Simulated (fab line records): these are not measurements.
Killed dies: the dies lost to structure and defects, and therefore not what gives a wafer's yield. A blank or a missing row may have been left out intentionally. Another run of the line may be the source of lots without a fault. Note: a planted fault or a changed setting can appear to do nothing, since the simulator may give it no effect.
Comparing a struck lot with a sound one | flow nand_harc | 14 out of 1302 route steps
Sound: the wafers L293.2, L293.3, L293.4. The struck wafers were L302.3, L302.5, L302.6. The cause is given at the end.
Order at every step that has rows: each side's tool, ch and its chambers, its first start. Under that, the readings that differ: sound wafers | struck wafers | difference of the means | sigmas: that difference in standard deviations of wafers without a fault.
alike: words and numbers the same on both sides, and readings whose means are apart by under 2 such deviations; not compared: readings that were withheld, readings missing a value for some wafer, numbers with overlapping values and no deviation given by the record, and bounds like >300 which may hide the same value.
Wherever a step has rows on one side only, a row that says differs or no value, or a row with sigmas, the two part there. Numbers that have no deviation but don't overlap get no sigmas and don't part them. A reading missing from all wafers of one side parts the sides only when that side holds two or more wafers.

first, 9 steps without rows for these wafers: NHARC_A_STAIRCASE_DEHYDRATE_01 (time 120 s); NHARC_A_STAIRCASE_HMDS_02 (time 30 s); NHARC_A_STAIRCASE_COAT_03; NHARC_A_STAIRCASE_SOFTBAKE_04 (time 170 s); NHARC_A_STAIRCASE_EBR_05; NHARC_A_STAIRCASE_EXPOSE_06 (exposes mask STAIR); NHARC_A_STAIRCASE_PEB_07 (peb time 130 s); NHARC_A_STAIRCASE_DEVELOP_08 (time 140 s); NHARC_A_STAIRCASE_HARDBAKE_10 (time 140 s).
NHARC_A_STAIRCASE_DESCUM_11: chemistry O2, time 3 s.
  sound on rie_diel-06 ch 0,1,2, day 17 17:20; struck on rie_diel-08 ch 0,1, day 21 15:10
  alike: drypump_motor_current_A, oes_product_au, rf_vpp_V, showerhead_plenum_p_Torr, throttle_valve_pct
  not compared: rf_hours_counter_h
NHARC_A_STAIRCASE_TRIM_12: chemistry O2, time 211.2 s.
  sound on rie_diel-06 ch 0,2,3, day 17 17:28; struck on rie_diel-08 ch 1,2,3, day 21 15:17
  alike: drypump_motor_current_A, oes_product_au, rf_vpp_V, showerhead_plenum_p_Torr, throttle_valve_pct
  not compared: rf_hours_counter_h
NHARC_A_STAIRCASE_ETCH_13: etches the open film in C4F8/O2, target depth 100 nm, time 40.5 s.
  sound on rie_diel-06 ch 0,1,3, day 17 17:37; struck on rie_diel-08 ch 0,3, day 21 15:24
  reading          | sound          | struck         | difference | sigmas
  run_length_s (s) | 61.2 61.3 61.7 | 71.3 71.6 71.4 | +10.0      | +19
  alike: bias_w, oes_product_au, rf_vpp_V
  not compared: rf_hours_counter_h
NHARC_A_STAIRCASE_TRIM_14: chemistry O2, time 211.2 s.
  sound: rie_diel-06 ch 0,2,3; struck: rie_diel-08 ch 2,3
  alike: drypump_motor_current_A, oes_product_au, rf_vpp_V, showerhead_plenum_p_Torr, throttle_valve_pct
  not compared: rf_hours_counter_h
-- jump in the record: it breaks off in module A_STAIRCASE and resumes in module END (first step shown: number 1302 of the route), and 9 days separate the struck wafers' starts before and after --
NHARC_END_SORT_01:
  sound on prober-02 ch 0, day 26 05:49; struck on prober-02 ch 0, day 30 06:20
  reading         | sound    | struck      | difference | sigmas
  killed_at_array | 30 27 22 | 344 360 325 | +317       | +16
  killed_dies     | 33 33 28 | 354 371 330 | +320       | +16
  alike: killed_at_other, killed_at_periphery, killed_open, killed_short

== WHERE THEY PART ==
Last at NHARC_END_SORT_01 as far as this record goes, first at NHARC_A_STAIRCASE_ETCH_13.

WHY: what the simulator had put in
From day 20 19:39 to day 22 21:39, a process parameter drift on rie_diel-08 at NHARC_A_STAIRCASE_ETCH_13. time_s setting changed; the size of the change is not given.
